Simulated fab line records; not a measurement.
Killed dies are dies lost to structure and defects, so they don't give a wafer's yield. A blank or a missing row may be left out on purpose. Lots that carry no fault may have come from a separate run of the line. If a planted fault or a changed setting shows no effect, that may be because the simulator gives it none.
Chamber matching | flow n5_finfet | N5_BEOL_M4_DESCUM_16 on rie_diel-03: 4 sister chambers
The step chemistry O2, time 7 s. 18 wafers are shown with their chamber, then 9 later ones without.

## WAFERS WITH THEIR CHAMBER
wafer  | chamber | showerhead_plenum_p_Torr (Torr) | throttle_valve_pct (%) | oes_product_au (a.u.)
L080.2 | 3       | 2.06                            | 20.55                  | 0.70
L080.3 | 0       | 2.03                            | 20.36                  | 0.87
L080.6 | 0       | 2.04                            | 20.35                  | 0.87
L082.1 | 2       | 2.04                            | 20.25                  | 0.86
L082.3 | 0       | 2.03                            | 20.35                  | 0.87
L082.6 | 0       | 2.03                            | 20.36                  | 0.87
L081.1 | 0       | 2.03                            | 20.36                  | 0.87
L081.3 | 1       | 2.08                            | 20.53                  | 0.70
L081.6 | 0       | 2.03                            | 20.37                  | 0.86
L087.1 | 1       | 2.08                            | 20.54                  | 0.69
L087.3 | 0       | 2.03                            | 20.38                  | 0.84
L087.5 | 1       | 2.08                            | 20.55                  | 0.68
L088.1 | 3       | 2.06                            | 20.58                  | 0.69
L088.2 | 1       | 2.08                            | 20.57                  | 0.70
L088.4 | 2       | 2.04                            | 20.27                  | 0.83
L091.4 | 1       | 2.08                            | 20.58                  | 0.69
L091.5 | 3       | 2.05                            | 20.58                  | 0.68
L091.6 | 2       | 2.04                            | 20.29                  | 0.82

SIGNATURES (averages over the wafers above)
reading                  | chamber 0 | chamber 1 | chamber 2 | chamber 3 | scatter within a chamber
showerhead_plenum_p_Torr | 2.0314    | 2.0800    | 2.0400    | 2.0567    | 0.0033
throttle_valve_pct       | 20.3614   | 20.5540   | 20.2700   | 20.5700   | 0.0165
oes_product_au           | 0.8643    | 0.6920    | 0.8367    | 0.6900    | 0.0123
Rule: for each reading, subtract the chamber's mean from the wafer's reading, divide by that reading's scatter and square the result; add these up over the readings and take the root, which gives the wafer's distance from the chamber. If the next closest chamber is less than 2 further off than the closest, the wafer can't be placed; otherwise it belongs to the closest. The scatter is the square root of a quotient: the sum, over the shown wafers, of each reading's squared deviation from its chamber's mean, divided by wafers minus chambers.

## WAFERS WITHOUT THEIR CHAMBER
wafer  | showerhead_plenum_p_Torr (Torr) | throttle_valve_pct (%) | oes_product_au (a.u.)
L092.1 | 2.03                            | 20.28                  | 0.81
L092.2 | 2.05                            | 20.61                  | 0.67
L092.4 | 2.03                            | 20.29                  | 0.81
L096.1 | 2.03                            | 20.30                  | 0.80
L096.5 | 2.03                            | 20.30                  | 0.81
L096.6 | 2.05                            | 20.61                  | 0.68
L097.1 | 2.05                            | 20.61                  | 0.67
L097.2 | 2.03                            | 20.31                  | 0.81
L097.6 | 2.03                            | 20.31                  | 0.81

## CHAMBER TAKEN BY EACH
wafer  | from the rows above     | in truth
L092.1 | 2                       | 2
L092.2 | 3                       | 3
L092.4 | 2                       | 2
L096.1 | can't be placed: 2 or 0 | 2
L096.5 | can't be placed: 2 or 0 | 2
L096.6 | 3                       | 3
L097.1 | 3                       | 3
L097.2 | can't be placed: 2 or 0 | 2
L097.6 | can't be placed: 2 or 0 | 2
5 of 9 placed correctly. From these rows, 4 cannot be placed; in 4 the true chamber is one of the candidates. Number placed wrongly: 0.
